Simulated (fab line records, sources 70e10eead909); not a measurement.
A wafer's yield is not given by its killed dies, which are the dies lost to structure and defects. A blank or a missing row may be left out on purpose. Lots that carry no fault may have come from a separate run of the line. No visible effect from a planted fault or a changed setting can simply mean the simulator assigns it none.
Chamber matching + flow nand harc + 4 sister chambers for NHARC_A_SLIT_ETCH_29 on rie diel-05
The step etches the open film in CF4/O2, target depth 100 nm, overetch 10 nm, time 55 s. 20 wafers are shown with their chamber, then 10 later ones without.

WAFERS, EACH WITH ITS CHAMBER
| wafer  | chamber | drypump motor current A (A) | showerhead plenum p Torr (Torr) | oes product au (a.u.) |
|--------|---------|-----------------------------|---------------------------------|-----------------------|
| L076.2 | 3       | 5.8                         | 1.34                            | 1.028                 |
| L076.4 | 2       | 5.4                         | 1.35                            | 1.005                 |
| L076.6 | 2       | 5.5                         | 1.35                            | 1.003                 |
| L075.1 | 2       | 5.4                         | 1.36                            | 0.996                 |
| L075.4 | 0       | 5.8                         | 1.34                            | 1.015                 |
| L075.5 | 1       | 5.1                         | 1.37                            | 0.990                 |
| L078.3 | 0       | 5.8                         | 1.34                            | 0.993                 |
| L078.4 | 1       | 5.1                         | 1.37                            | 0.998                 |
| L078.6 | 3       | 5.8                         | 1.34                            | 1.013                 |
| L082.1 | 0       | 5.8                         | 1.34                            | 0.997                 |
| L082.2 | 1       | 5.1                         | 1.37                            | 1.005                 |
| L082.4 | 2       | 5.4                         | 1.35                            | 1.003                 |
| L083.2 | 2       | 5.4                         | 1.35                            | 1.014                 |
| L083.3 | 1       | 5.1                         | 1.37                            | 1.003                 |
| L083.5 | 3       | 5.8                         | 1.34                            | 1.027                 |
| L084.1 | 2       | 5.4                         | 1.35                            | 1.013                 |
| L084.4 | 0       | 5.8                         | 1.34                            | 1.005                 |
| L084.5 | 2       | 5.4                         | 1.35                            | 1.016                 |
| L087.2 | 0       | 5.8                         | 1.34                            | 1.012                 |
| L087.4 | 2       | 5.4                         | 1.35                            | 1.019                 |

SIGNATURES (averages over the wafers above)
| reading                  | chamber 0 | chamber 1 | chamber 2 | chamber 3 | scatter within a chamber |
|--------------------------|-----------|-----------|-----------|-----------|--------------------------|
| drypump motor current A  | 5.800     | 5.100     | 5.413     | 5.800     | 0.0234                   |
| showerhead plenum p Torr | 1.3400    | 1.3700    | 1.3513    | 1.3400    | 0.00234                  |
| oes product au           | 1.00440   | 0.99900   | 1.00862   | 1.02267   | 0.0082                   |
Rule: for each reading, subtract the chamber's mean from the wafer's reading, divide by that reading's scatter and square the result; add these up over the readings and take the root, which gives the wafer's distance from the chamber. The wafer belongs to the nearest chamber; if the next one is less than 2 further off, it can't be placed. How the scatter is found: for the shown wafers, subtract from each reading the mean of its chamber, square and add these, divide the total by (wafers less chambers), then take the root.

WAFERS MISSING THEIR CHAMBER
| wafer  | drypump motor current A (A) | showerhead plenum p Torr (Torr) | oes product au (a.u.) |
|--------|-----------------------------|---------------------------------|-----------------------|
| L087.5 | 5.1                         | 1.37                            | 1.008                 |
| L090.1 | 5.8                         | 1.34                            | 1.019                 |
| L090.3 | 5.8                         | 1.34                            | 1.009                 |
| L090.6 | 5.8                         | 1.34                            | 1.004                 |
| L093.1 | 5.1                         | 1.37                            | 1.006                 |
| L093.3 | 5.8                         | 1.34                            | 1.013                 |
| L093.6 | 5.5                         | 1.35                            | 1.001                 |
| L097.1 | 5.4                         | 1.35                            | 1.019                 |
| L097.4 | 5.1                         | 1.37                            | 1.020                 |
| L097.6 | 5.1                         | 1.37                            | 1.015                 |

WHICH CHAMBER EACH WENT THROUGH
| wafer  | from the rows above     | in truth |
|--------|-------------------------|----------|
| L087.5 | 1                       | 1        |
| L090.1 | can't be placed: 3 or 0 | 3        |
| L090.3 | can't be placed: 0 or 3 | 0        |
| L090.6 | 0                       | 0        |
| L093.1 | 1                       | 1        |
| L093.3 | can't be placed: 0 or 3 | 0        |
| L093.6 | 2                       | 2        |
| L097.1 | 2                       | 2        |
| L097.4 | 1                       | 1        |
| L097.6 | 1                       | 1        |
7 of 10 placed correctly. Can't be placed from these rows: 3 (the true chamber is among the candidates in 3). Placed wrongly: 0.
